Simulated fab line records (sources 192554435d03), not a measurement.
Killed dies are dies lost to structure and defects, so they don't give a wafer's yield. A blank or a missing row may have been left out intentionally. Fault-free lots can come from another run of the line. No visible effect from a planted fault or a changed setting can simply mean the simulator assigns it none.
Comparing a struck lot with a sound one ; flow n5-finfet ; 36 steps out of a route of 1938
Sound: the wafers L920.2, L920.5, L920.6. The struck wafers were L915.3, L915.4, L915.6. At the end, the cause is stated.
For every step that has rows: the tool of each side, followed by ch and its chambers, followed by its first start. Under that, the readings that differ: sound wafers ; struck wafers ; difference of the means ; sigmas: that difference in standard deviations of wafers without a fault.
alike: readings with means less than 2 such deviations apart, plus words and numbers identical on both sides. not compared: withheld readings, readings lacking a value on some wafer, bounds such as >300 that could conceal the same value, and numbers that have no deviation in the record and whose values overlap.
The two part at a step that has a row with sigmas, a row that says differs or no value, or rows on one side only. Numbers that don't overlap but have no deviation are shown without sigmas and don't part them. A reading that every wafer of one side lacks parts them only if that side has two wafers or more.

first, 9 steps without rows for these wafers: N5_BEOL_M4_ANNEAL_95 (time 240 s); N5_BEOL_M4_SPUTTER_96 (material Cu, target thk 4.5 nm, time 8.29 s); N5_BEOL_M4_ECD_50 (material Cu, target thk 300 nm); N5_BEOL_M4_ANNEAL_51 (time 90 s); N5_BEOL_M4_CMP_52 (polishes, stops on SiOC, t overpolish 6.8 s, target thk 40 nm); N5_BEOL_M4_PRE_CLEAN_60 (time 15 s); N5_BEOL_M4_CO_CAP_55 (material Co, precursor CCTBA/H2, target thk 2 nm, time 102.1 s); N5_BEOL_M4_PRE_CLEAN_56 (time 15 s); N5_BEOL_M4_DEP_57 (deposits SiCN from 3MS/NH3, target thk 8 nm, time 14 s).
N5_BEOL_M4_RC_MEAS_101:
  sound on prober-01 ch 0, day 13 18:43; struck on prober-02 ch 0, day 12 14:48
  alike: DIBL_N, DIBL_P, IOFF_N, IOFF_P, ION_N, ION_P, SS_N, SS_P, VT_N, VT_P
N5_BEOL_M5_ILD_DEP_00: deposits SiCOH lowk from DEMS/porogen, target thk 140.64 nm, time 25.9 s.
  sound on pecvd-02 ch 1,2, day 13 19:31; struck on pecvd-03 ch 0,2, day 12 15:27
  no value came back on the struck wafers for any of 5 readings (chamber-pressure-Torr (Torr), heater-power-outer-w (W) and others); on the sound wafers chamber-pressure-Torr (Torr) reads 4.987 5.020 4.986
then, 23 steps without rows for these wafers: N5_BEOL_M5_CURE_79 (cures SiCOH lowk, time 240 s); N5_BEOL_M5_PECVD_70 (deposits SiO2 from TEOS/O2, target thk 16 nm, time 18 s); N5_BEOL_M5_HM_DEP_02 (deposits TiN, target thk 20 nm); N5_BEOL_M5_COAT_59 (time 60 s, resist thk 60 nm); N5_BEOL_M5_COAT_60 (time 60 s, resist thk 12 nm); N5_BEOL_M5_COAT_71 (time 60 s, resist thk 5 nm); N5_BEOL_M5_COAT_05 (resist thk 30 nm); N5_BEOL_M5_EBR_07; N5_BEOL_M5_SOFTBAKE_06 (time 60 s); N5_BEOL_M5_EXPOSE_08 (exposes mask M5, target cd 28 nm); N5_BEOL_M5_PEB_09 (peb time 60 s); N5_BEOL_M5_DEVELOP_10 (develop time 30 s); N5_BEOL_M5_DESCUM_16 (chemistry O2, time 7 s); N5_BEOL_M5_ETCH_72 (etches underlayer in N2/H2, target depth 6.5 nm, time 5.2 s); N5_BEOL_M5_ETCH_61 (etches SiARC in CF4, target depth 15.6 nm, time 26 s); N5_BEOL_M5_ETCH_62 (etches SOC in N2/H2, target depth 75 nm, overetch 15 nm, time 112.5 s); N5_BEOL_M5_STRIP_63 (strips in N2/H2); N5_BEOL_M5_STRIP_73 (strips in N2/H2); N5_BEOL_M5_STRIP_64 (strips in CF4); N5_BEOL_M5_HM_OPEN_17 (chemistry Cl2/BCl3, target TiN, target depth 20 nm, overetch 6 nm); N5_BEOL_M5_STRIP_19 (strips in O2); N5_BEOL_M5_COAT_65 (time 60 s, resist thk 60 nm); N5_BEOL_M5_COAT_66 (time 60 s, resist thk 12 nm).
N5_BEOL_M5_OCD_MEAS_38:
  sound on ocd-02, day 14 01:30; struck on ocd-01, day 12 20:40
reading;sound;struck;difference;sigmas
trench-depth-nm (nm);69.9 71.5 69.8;- - -;no value on the struck wafers;
-- here the record skips 4 days between the struck wafers' starts before and after, leaving off in module BEOL_M5 and picking up in module PASSIVATION (first step shown: number 1936 of the route) --
N5_PASSIVATION_PROBE_49:
  rows exist in the record for the struck wafers here (prober-02, day 17 05:06), but not for the sound ones

WHERE THEY PART
First at N5_BEOL_M5_ILD_DEP_00; last, within this record, at N5_PASSIVATION_PROBE_49.

WHY: the cause the simulator had injected
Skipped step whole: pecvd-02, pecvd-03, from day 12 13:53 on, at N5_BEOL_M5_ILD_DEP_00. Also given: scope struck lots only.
